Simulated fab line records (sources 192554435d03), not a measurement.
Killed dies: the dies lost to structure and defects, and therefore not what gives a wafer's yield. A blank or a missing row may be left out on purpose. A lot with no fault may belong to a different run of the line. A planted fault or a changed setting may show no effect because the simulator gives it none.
Struck lot and sound lot, side by side ; flow n5_finfet ; 25 steps out of a route of 1938
Sound: these wafers, L206.1, L206.4, L206.6. Struck: wafer L210.5 (left out: L210.2, L210.6 of the same lot, which were not struck); the cause appears at the end.
Per side, at each step with rows, come the tool, then ch with its chambers, and then its first start. Under that, the readings that differ: sound wafers ; struck wafers ; difference of the means ; sigmas: that difference in standard deviations of wafers without a fault.
alike: same words and numbers on both sides, and readings whose means sit less than 2 such deviations apart. not compared: any withheld reading, any reading some wafer has no value for, any bound like >300 that may hide the same value, and any number with overlapping values for which the record gives no deviation.
Wherever a step has rows on one side only, a row that says differs or no value, or a row with sigmas, the two part there. Numbers that have no deviation but don't overlap get no sigmas and don't part them. Lack of a reading on every wafer of one side parts them only where that side has two or more wafers.

first, 9 steps without rows for these wafers: N5_BEOL_M13_EBR_06; N5_BEOL_M13_SOFTBAKE_05 (time 60 s); N5_BEOL_M13_EXPOSE_07 (exposes mask V12); N5_BEOL_M13_PEB_08 (peb time 90 s); N5_BEOL_M13_DEVELOP_09 (develop time 45 s); N5_BEOL_M13_HARDBAKE_14 (time 120 s); N5_BEOL_M13_DESCUM_15 (chemistry O2, time 7.9 s); N5_BEOL_M13_ETCH_59 (etches BARC in N2/H2, target depth 89 nm, overetch 26.7 nm, time 67.9 s); N5_BEOL_M13_VIA_ETCH_16 (etches SiOC in C4F8/O2/Ar, target depth 921.7 nm).
N5_BEOL_M13_STRIP_63: strips in N2/H2.
  sound on plasma_asher-01 ch 1, day 12 19:52; struck on plasma_asher-01 ch 0, day 14 02:22
reading;sound;struck;difference;sigmas
drypump_motor_current_A (A);5.91 5.92 5.97;6.27;+0.34;+3
heater_power_w (W);360 356 357;285;-73;-2
  alike: oes_product_au, strip_time_to_endpoint_s
  not compared: rf_hours_counter_h
then, 12 steps without rows for these wafers: N5_BEOL_M13_STRIP_64 (strips in N2/H2); N5_BEOL_M13_STRIP_71 (strips in post etch residue remover, time 60 s); N5_BEOL_M13_SRD_72 (time 30 s, dry time 30 s); N5_BEOL_M13_COAT_65 (time 60 s, resist thk 350 nm); N5_BEOL_M13_COAT_66 (time 60 s, resist thk 110 nm); N5_BEOL_M13_COAT_22 (resist thk 300 nm); N5_BEOL_M13_EBR_24; N5_BEOL_M13_SOFTBAKE_23 (time 60 s); N5_BEOL_M13_EXPOSE_25 (exposes mask M13, target cd 210 nm); N5_BEOL_M13_PEB_26 (peb time 90 s); N5_BEOL_M13_DEVELOP_27 (develop time 45 s); N5_BEOL_M13_HARDBAKE_32 (time 120 s).
N5_BEOL_M13_INSPECT_30: inspects for defects (macro).
  struck on defect_inspect-01, day 14 02:59; sound on defect_inspect-02, day 12 20:27
reading;sound;struck;difference;sigmas
raw_defect_count;1 2 1;>300;differs;
then, 1 step without rows for these wafers: N5_BEOL_M13_DESCUM_33 (chemistry O2, time 7.9 s).
N5_PASSIVATION_PROBE_49:
  struck on prober-01, day 15 13:20; sound on prober-01, day 14 09:32
reading;sound;struck;difference;sigmas
defect_limited_yield (%);92.9 90.8 91.6;82.0;-9.8;-7
killed_at_M4_up;16 13 13;138;+124;+25
killed_dies;84 109 99;212;+115;+7
killed_on_rim;7 14 12;26;+15;+4
sort_bin_5_function (%);3.9 4.8 5.4;10.8;+6.1;+6
sort_n_pass;1096 1071 1081;968;-115;-7
sort_yield_pct (%);92.9 90.8 91.6;82.0;-9.8;-7
  alike: killed_at_M0_to_M3, killed_at_contacts, killed_at_front_end, killed_at_other, killed_open, killed_short, sort_bin_6_memory

## WHERE THEY PART
At N5_BEOL_M13_STRIP_63 first; at N5_PASSIVATION_PROBE_49 last (within this record only).

WHY: the cause the simulator had injected
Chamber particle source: plasma_asher-01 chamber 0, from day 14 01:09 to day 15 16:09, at N5_BEOL_M13_STRIP_63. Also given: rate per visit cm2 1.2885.
